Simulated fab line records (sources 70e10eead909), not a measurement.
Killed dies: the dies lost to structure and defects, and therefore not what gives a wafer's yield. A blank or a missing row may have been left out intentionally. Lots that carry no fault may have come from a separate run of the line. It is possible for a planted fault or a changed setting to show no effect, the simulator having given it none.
Chamber matching :: flow nand_harc :: 4 sister chambers for NHARC_A_CHANNEL_FILL_D1_ALD_16 on ald_hk-03
The step deposits SiO2, target thk 1.5 nm, pulse time 10 s, ald cycles 15. 8 wafers are shown with their chamber, then 9 later ones without.

WAFERS WITH THEIR CHAMBER
wafer: L081.5
chamber: 2
heater_power_outer_w (W): 311
heater_power_w (W): 530

wafer: L082.2
chamber: 3
heater_power_outer_w (W): 313
heater_power_w (W): 564

wafer: L082.6
chamber: 1
heater_power_outer_w (W): 300
heater_power_w (W): 494

wafer: L084.1
chamber: 1
heater_power_outer_w (W): 304
heater_power_w (W): 495

wafer: L084.4
chamber: 3
heater_power_outer_w (W): 316
heater_power_w (W): 549

wafer: L086.1
chamber: 2
heater_power_outer_w (W): 314
heater_power_w (W): 529

wafer: L086.3
chamber: 0
heater_power_outer_w (W): 249
heater_power_w (W): 459

wafer: L086.6
chamber: 0
heater_power_outer_w (W): 247
heater_power_w (W): 458

WAFERS MISSING THEIR CHAMBER
wafer: L088.1
heater_power_outer_w (W): 299
heater_power_w (W): 500

wafer: L088.2
heater_power_outer_w (W): 318
heater_power_w (W): 514

wafer: L088.4
heater_power_outer_w (W): 247
heater_power_w (W): 461

wafer: L090.1
heater_power_outer_w (W): 307
heater_power_w (W): 533

wafer: L090.3
heater_power_outer_w (W): 300
heater_power_w (W): 496

wafer: L090.4
heater_power_outer_w (W): 247
heater_power_w (W): 455

wafer: L091.2
heater_power_outer_w (W): 243
heater_power_w (W): 442

wafer: L091.4
heater_power_outer_w (W): 310
heater_power_w (W): 497

wafer: L091.5
heater_power_outer_w (W): 322
heater_power_w (W): 559

WHICH CHAMBER EACH ONE RAN IN
wafer: L088.1
from the rows above: 1
in truth: 1

wafer: L088.2
from the rows above: 2
in truth: 2

wafer: L088.4
from the rows above: 0
in truth: 0

wafer: L090.1
from the rows above: 2
in truth: 2

wafer: L090.3
from the rows above: 1
in truth: 1

wafer: L090.4
from the rows above: 0
in truth: 0

wafer: L091.2
from the rows above: 0
in truth: 0

wafer: L091.4
from the rows above: 1
in truth: 1

wafer: L091.5
from the rows above: 3
in truth: 3
9 of 9 placed correctly. Left unplaced by these rows: 0. 0 placed wrongly.
How it was worked out, from the rows above alone: a wafer's distance from a chamber is the root of the sum, over the readings, of the square of ((its reading less the chamber's mean) divided by the reading's scatter). The wafer belongs to the nearest chamber; if the next one is less than 2 further off, it can't be placed. For every chamber, the mean is computed from those of its wafers that are shown. The scatter is the square root of a quotient: the sum, over the shown wafers, of each reading's squared deviation from its chamber's mean, divided by wafers minus chambers.
